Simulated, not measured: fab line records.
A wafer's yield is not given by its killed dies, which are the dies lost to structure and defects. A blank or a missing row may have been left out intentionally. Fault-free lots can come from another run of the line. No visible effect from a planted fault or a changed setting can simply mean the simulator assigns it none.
Which tool was responsible?	flow n5_finfet	Sampling: 9 lots, 27 wafers, 5 of 1938 route steps

WHAT THE GAUGES SHOWED, per wafer
N5_BEOL_M4_RC_MEAS_101. Usual: DIBL_N 36.4 mV/V, standard deviation 2.7; DIBL_P 36 mV/V, standard deviation 3.2; IOFF_N 0.16 nA/um, standard deviation 0.046; IOFF_P 0.21 nA/um, standard deviation 0.055; ION_N 677 uA/um, standard deviation 15; ION_P 464 uA/um, standard deviation 11; SS_N 71.5 mV/dec, standard deviation 0.79; SS_P 73.3 mV/dec, standard deviation 0.93; VT_N 250 mV, standard deviation 4.1; VT_P -251 mV, standard deviation 4.4.
lot	measured	on	DIBL_N (mV/V)	DIBL_P (mV/V)	IOFF_N (nA/um)	IOFF_P (nA/um)	ION_N (uA/um)	ION_P (uA/um)	SS_N (mV/dec)	SS_P (mV/dec)	VT_N (mV)	VT_P (mV)	flag
L388	day 9 14:45	prober-02	31.4 36.5 35.3	29 36 34	0.09 0.17 0.14	0.13 0.21 0.18	648 691 677	452 470 463	69.9 71.7 71.3	71.0 72.6 72.5	256 246 252	-257 -249 -253	
L391	day 10 16:34	prober-01	32.3 36.5 33.2	32 38 33	0.10 0.17 0.11	0.15 0.23 0.16	669 687 665	465 472 458	70.9 71.7 70.6	71.4 72.6 71.4	255 248 251	-253 -250 -252	
L394	day 10 22:13	prober-02	36.4 37.7 36.7	37 38 36	0.16 0.19 0.15	0.22 0.23 0.19	677 709 672	468 480 457	71.0 71.3 71.5	74.2 73.8 73.1	247 243 251	-248 -249 -252	
L395	day 11 11:20	prober-01	36.4 35.7 35.9	37 35 37	0.17 0.15 0.18	0.26 0.22 0.26	683 678 695	470 470 484	71.5 71.1 71.2	73.6 72.9 72.8	248 249 246	-245 -248 -249	
L396	day 11 09:40	prober-02	35.0 33.4 32.7	36 34 33	0.17 0.15 0.13	0.21 0.20 0.17	704 691 668	478 471 460	71.3 70.3 70.5	73.8 72.8 72.9	246 246 249	-248 -248 -253	
L403	day 13 05:12	prober-02	36.9 37.6 37.0	38 37 36	0.17 0.17 0.17	0.24 0.24 0.22	689 675 676	475 466 454	71.3 72.1 71.6	74.3 74.6 74.0	247 249 248	-247 -248 -247	
L404	day 13 10:51	prober-01	36.5 32.8 35.4	35 31 34	0.14 0.10 0.13	0.19 0.14 0.17	663 659 670	462 453 461	70.9 70.5 71.1	72.6 72.4 72.0	250 256 252	-251 -256 -255	
L406	day 14 07:22	prober-02	40.0 36.7 41.0	38 34 40	0.21 0.14 0.23	0.22 0.16 0.25	677 659 689	457 448 467	72.4 71.2 72.3	73.5 72.5 74.2	249 253 247	-253 -257 -252	
L407	day 14 07:26	prober-01	28.6 32.5 32.1	29 32 33	0.06 0.11 0.11	0.09 0.12 0.13	633 658 677	435 440 462	70.3 71.0 70.6	70.7 71.9 71.7	264 256 253	-265 -259 -259	

TOOL THAT RAN EACH LOT (tool first, then ch and the chambers of the sampled wafers, then the start)
lot	N5_MOL_CONTACT_COAG_STRIP_49	N5_BEOL_M0_SAQP_HM_DEP_02	N5_BEOL_M0_SAQP_PECVD_96	N5_BEOL_M0_SAQP_HM_DEP_111
L388	plasma_asher-02 ch 0,1, day 6 11:42	pvd_sputter-03, day 6 16:42	pecvd-04 ch 0,1,2, day 6 16:52	pecvd-04 ch 0,1,2, day 6 17:05
L391	plasma_asher-01 ch 0,1, day 7 05:16	pvd_sputter-01, day 7 10:22	pecvd-04 ch 0,1,2, day 7 10:31	pecvd-01 ch 0,1,2, day 7 10:44
L394	plasma_asher-02 ch 0,1, day 7 20:20	pvd_sputter-01, day 8 00:52	pecvd-04 ch 1,2, day 8 01:01	pecvd-01 ch 0,1,2, day 8 01:14
L395	plasma_asher-02 ch 0,1, day 8 00:44	pvd_sputter-02, day 8 08:16	pecvd-04 ch 0,2, day 8 08:25	pecvd-02 ch 1,2, day 8 08:38
L396	plasma_asher-02 ch 0,1, day 8 04:33	pvd_sputter-02, day 8 08:58	pecvd-01 ch 0,2, day 8 09:07	pecvd-02 ch 1,2, day 8 09:22
L403	plasma_asher-02 ch 0,1, day 9 23:13	pvd_sputter-01, day 10 04:36	pecvd-04 ch 0,1,2, day 10 04:45	pecvd-01 ch 1,2, day 10 04:58
L404	plasma_asher-02 ch 0,1, day 10 04:41	pvd_sputter-01, day 10 10:50	pecvd-01 ch 0,2, day 10 10:59	pecvd-01 ch 1,2, day 10 11:12
L406	plasma_asher-01 ch 0,1, day 10 17:35	pvd_sputter-03, day 11 01:46	pecvd-01 ch 0,1, day 11 01:55	pecvd-04 ch 0,1,2, day 11 02:08
L407	plasma_asher-02 ch 0,1, day 10 21:46	pvd_sputter-03, day 11 05:16	pecvd-01 ch 1,2, day 11 05:25	pecvd-04 ch 0,1, day 11 05:38
- N5_MOL_CONTACT_COAG_STRIP_49: strips in N2/H2, time 30 s.
- N5_BEOL_M0_SAQP_HM_DEP_02: deposits TiN, target thk 12 nm.
- N5_BEOL_M0_SAQP_PECVD_96: deposits a-Si from SiH4/He, target thk 45 nm, time 45.2 s.
- N5_BEOL_M0_SAQP_HM_DEP_111: deposits SiO2 from SiH4/N2O, target thk 12 nm, time 7.2 s.

AS READ BY THE TOOLS THEMSELVES (means over the sampled wafers that have a number; for cases with no such wafer, the mark the record gives instead)
N5_MOL_CONTACT_COAG_STRIP_49. Usual: drypump_motor_current_A 5.4 A, standard deviation 0.36; heater_power_w 334 W, standard deviation 39.
lot	tool	drypump_motor_current_A (A)	heater_power_w (W)	flag
L388	plasma_asher-02	5.2	296	
L391	plasma_asher-01	5.6	371	
L394	plasma_asher-02	5.5	299	
L395	plasma_asher-02	5.5	304	
L396	plasma_asher-02	5.2	293	
L403	plasma_asher-02	5.2	299	
L404	plasma_asher-02	5.5	298	
L406	plasma_asher-01	5.5	366	
L407	plasma_asher-02	5.2	295	

N5_BEOL_M0_SAQP_HM_DEP_02. Usual: susceptor_temp_C 24.99 C, standard deviation 0.096; throttle_valve_pct 29.8 %, standard deviation 1.1.
lot	tool	susceptor_temp_C (C)	throttle_valve_pct (%)	flag
L388	pvd_sputter-03	24.89	29.7	
L391	pvd_sputter-01	25.03	29.8	
L394	pvd_sputter-01	24.94	30.1	
L395	pvd_sputter-02	24.94	30.3	
L396	pvd_sputter-02	25.00	30.1	
L403	pvd_sputter-01	25.03	29.7	
L404	pvd_sputter-01	24.92	29.3	
L406	pvd_sputter-03	24.95	29.4	
L407	pvd_sputter-03	25.06	29.7	

N5_BEOL_M0_SAQP_PECVD_96. Usual: value, then standard deviation, for each; heater_power_w 638 W / 65; rf_fwd_power_W 99.2 W / 0.36; run_length_s 81.3 s / 0.49; showerhead_plenum_p_Torr 5.67 Torr / 0.039; showerhead_vpp_V 619 V / 24; susceptor_temp_C 350.01 C / 0.19; throttle_valve_pct 18.2 % / 1.
lot	tool	heater_power_w (W)	rf_fwd_power_W (W)	run_length_s (s)	showerhead_plenum_p_Torr (Torr)	showerhead_vpp_V (V)	susceptor_temp_C (C)	throttle_valve_pct (%)	flag
L388	pecvd-04	653	99.0	81.4	5.69	621	349.99	18.4	
L391	pecvd-04	661	99.2	81.5	5.69	628	350.08	18.3	
L394	pecvd-04	641	99.2	81.4	5.70	625	349.92	19.2	
L395	pecvd-04	603	99.3	81.3	5.70	622	350.00	17.5	
L396	pecvd-01	651	99.3	81.7	5.68	612	349.94	17.6	
L403	pecvd-04	617	99.1	80.7	5.69	623	349.81	18.4	
L404	pecvd-01	606	99.1	82.0	5.69	609	350.12	17.5	
L406	pecvd-01	680	99.2	81.3	5.64	629	350.31	17.9	
L407	pecvd-01	709	99.0	81.3	5.71	597	350.08	17.7	

N5_BEOL_M0_SAQP_HM_DEP_111. Usual: heater_power_w 792 W, standard deviation 87; rf_fwd_power_W 273.0 W, standard deviation 0.98; showerhead_plenum_p_Torr 8.15 Torr, standard deviation 0.1; showerhead_vpp_V 1030 V, standard deviation 40; susceptor_temp_C 399.98 C, standard deviation 0.24.
lot	tool	heater_power_w (W)	rf_fwd_power_W (W)	showerhead_plenum_p_Torr (Torr)	showerhead_vpp_V (V)	susceptor_temp_C (C)	flag
L388	pecvd-04	762	273.7	8.22	1028	400.07	
L391	pecvd-01	819	272.5	8.16	1013	400.03	
L394	pecvd-01	879	272.4	8.17	1017	400.10	
L395	pecvd-02	762	272.6	8.08	1061	400.16	
L396	pecvd-02	746	272.7	8.08	1054	400.23	
L403	pecvd-01	865	272.8	8.24	996	400.05	
L404	pecvd-01	896	272.9	8.13	1038	400.27	
L406	pecvd-04	822	272.5	8.21	1041	399.93	
L407	pecvd-04	832	273.3	8.19	1024	399.92	

THE ANSWER, worked out from the rows above alone
Rule: take the mean of a lot's wafers that have a number; if it is more than 3 standard deviations from the usual mean, the lot is off. Also off: a lot with no number at a reading for which 4 or more lots have one. The other lots that the step has rows for count as sound. After the gauges, taken in route order, come the tools' own readings; for these a lot's mean is taken, as printed above. The first step at which some lot is off is used, and at that step the reading that is off furthest; a lot without a number counts as furthest.
None of the lots is off at any reading shown; this tells nothing.

WHAT THE SIMULATOR HAD PUT IN
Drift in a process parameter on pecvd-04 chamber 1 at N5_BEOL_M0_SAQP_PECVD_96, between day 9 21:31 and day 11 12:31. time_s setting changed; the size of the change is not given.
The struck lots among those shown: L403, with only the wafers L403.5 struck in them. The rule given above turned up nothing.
